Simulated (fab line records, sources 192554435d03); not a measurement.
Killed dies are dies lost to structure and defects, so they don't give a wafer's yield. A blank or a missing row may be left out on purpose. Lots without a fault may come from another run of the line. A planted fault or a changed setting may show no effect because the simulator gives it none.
Chamber matching | flow n5_finfet | N5_BEOL_M9_CURE_72 on uv_cure-02: 3 sister chambers
The step cures SiCOH lowk, time 120 s. 3 wafers are shown with their chamber, then 8 later ones without.

WAFERS WITH THEIR CHAMBER
wafer  | chamber | wafer_temp_C_max
L078.6 | 1       | 371.3
L081.5 | 2       | 371.4
L088.2 | 0       | 371.9

WAFERS WITHOUT THEIR CHAMBER
wafer  | wafer_temp_C_max
L088.3 | 371.8
L088.6 | 371.4
L085.3 | 371.9
L085.4 | 372.4
L085.5 | 371.3
L095.4 | 371.2
L095.5 | 371.3
L095.6 | 372.3

WHICH CHAMBER EACH WENT THROUGH
wafer  | from the rows above          | in truth
L088.3 | can't be placed: 0 or 2 or 1 | 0
L088.6 | can't be placed: 2 or 1      | 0
L085.3 | 0                            | 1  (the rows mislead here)
L085.4 | 0                            | 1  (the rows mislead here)
L085.5 | can't be placed: 1 or 2      | 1
L095.4 | can't be placed: 1 or 2      | 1
L095.5 | can't be placed: 1 or 2      | 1
L095.6 | 0                            | 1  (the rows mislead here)
Placed correctly: 0 of 8. Can't be placed from these rows: 5 (the true chamber is among the candidates in 4). Placed wrongly: 3.
How it was worked out, from the rows above alone: a wafer's distance from a chamber is the root of the sum, over the readings, of the square of ((its reading less the chamber's mean) divided by the reading's scatter). The wafer belongs to the nearest chamber; if the next one is less than 2 further off, it can't be placed. A chamber's mean is the mean of its shown wafers. The scatter: with one shown wafer a chamber, the root of the mean of the squares of how far each hidden wafer lies from its nearest shown one.
